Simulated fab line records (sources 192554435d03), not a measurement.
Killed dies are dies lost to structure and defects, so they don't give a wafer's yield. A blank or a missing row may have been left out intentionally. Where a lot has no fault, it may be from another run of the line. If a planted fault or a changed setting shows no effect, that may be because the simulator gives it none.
Comparing a struck lot with a sound one + flow n5_finfet + 15 out of 1938 route steps
Sound: these wafers, L560.1, L560.3, L560.6. The struck wafers were L565.1, L565.4, L565.5. At the end, the cause is stated.
Each step with rows lists, per side, the tool, then ch with its chambers, then its first start. Under that, the readings that differ: sound wafers + struck wafers + difference of the means + sigmas: that difference in standard deviations of wafers without a fault.
alike: words and numbers the same on both sides, and readings whose means are apart by under 2 such deviations; not compared: readings that were withheld, readings missing a value for some wafer, numbers with overlapping values and no deviation given by the record, and bounds like >300 which may hide the same value.
The two part at a step that has a row with sigmas, a row that says differs or no value, or rows on one side only. Numbers that have no deviation but don't overlap get no sigmas and don't part them. Lack of a reading on every wafer of one side parts them only where that side has two or more wafers.

first, 11 steps without rows for these wafers: N5_DUMMY_GATE_ETCH_29 (etches underlayer in N2/H2, target depth 13 nm); N5_DUMMY_GATE_ETCH_36 (etches SiARC in CF4, target depth 13 nm); N5_DUMMY_GATE_ETCH_37 (etches SOC in N2/H2, target depth 60 nm, overetch 30 nm); N5_DUMMY_GATE_STRIP_38 (strips in N2/H2); N5_DUMMY_GATE_STRIP_39 (strips in N2/H2); N5_DUMMY_GATE_TRIM_49 (chemistry O2, time 29 s, target cd 14 nm); N5_DUMMY_GATE_STRIP_40 (strips in CF4); N5_DUMMY_GATE_ETCH_31 (etches SiO2 in C4F6/O2, target depth 82.5 nm, time 27.5 s); N5_DUMMY_GATE_STRIP_41 (strips in O2); N5_DUMMY_GATE_HM_OPEN_21 (chemistry CH3F/O2, target SiNx, target depth 120 nm, time 171.4 s); N5_DUMMY_GATE_ETCH_32 (etches SiO2 in CF4, target depth 3.5 nm, time 3.9 s).
N5_DUMMY_GATE_ETCH_23: etches poly-Si in HBr/Cl2/O2, target depth 41 nm, time 22.3 s.
  sound on rie_si-02 ch 1,2,3, day 4 02:01; struck on rie_si-05 ch 0,1,2, day 5 04:04
  no value came back on the struck wafers for any of 5 readings (HBr_flow_sccm (sccm), O2_flow_sccm (sccm) and others); on the sound wafers HBr_flow_sccm (sccm) reads 149.5 149.3 149.6
  not compared: rf_hours_counter_h, model.SiO2_of_DUMMY_GATE_PECVD_30.thk_nm
N5_DUMMY_GATE_ETCH_44: etches poly-Si in HBr/O2, stops on SiO2, target depth 127.5 nm.
  sound on rie_si-02 ch 1,2,3, day 4 02:05; struck on rie_si-05 ch 0,1,2, day 5 04:08
| reading                     | sound       | struck      | difference | sigmas |
|-----------------------------|-------------|-------------|------------|--------|
| drypump_motor_current_A (A) | 6.7 6.1 6.1 | 5.7 5.0 5.0 | -1.1       | -2     |
  alike: HBr_flow_sccm, O2_flow_sccm, oes_product_au, throttle_valve_pct
  not compared: rf_hours_counter_h, model.SiO2_of_DUMMY_GATE_PECVD_30.thk_nm
N5_BEOL_M4_RC_MEAS_101:
  the record has rows for the sound wafers here (prober-02 ch 0, day 12 16:43) and none for the struck ones
-- here the record skips 14 days between the struck wafers' starts before and after, leaving off in module BEOL_M4 and picking up in module PASSIVATION (first step shown: number 1936 of the route) --
N5_PASSIVATION_PROBE_49:
  sound: prober-01 at day 16 16:52; struck: prober-02 at day 19 02:55
| reading                  | sound          | struck         | difference | sigmas |
|--------------------------|----------------|----------------|------------|--------|
| defect_limited_yield (%) | 91.2 89.9 91.9 | 0 0 0          | -91        | -57    |
| killed_at_front_end      | 32 47 35       | 1110 1113 1124 | +1078      | +98    |
| killed_dies              | 104 119 96     | 1180 1180 1180 | +1074      | +57    |
| killed_on_rim            | 11 13 7        | 152 152 152    | +142       | +33    |
| sort_bin_5_function (%)  | 4.7 5.8 4.9    | 96.2 96.4 96.5 | +91.2      | +91    |
| sort_n_pass              | 1076 1061 1084 | 0 0 0          | -1074      | -54    |
| sort_yield_pct (%)       | 91.2 89.9 91.9 | 0 0 0          | -91        | -54    |
  alike: killed_at_M0_to_M3, killed_at_M4_up, killed_at_contacts, killed_at_other, killed_open, killed_short, sort_bin_6_memory

== WHERE THEY PART ==
Last at N5_PASSIVATION_PROBE_49 as far as this record goes, first at N5_DUMMY_GATE_ETCH_23.

WHY: what had been put in by the simulator
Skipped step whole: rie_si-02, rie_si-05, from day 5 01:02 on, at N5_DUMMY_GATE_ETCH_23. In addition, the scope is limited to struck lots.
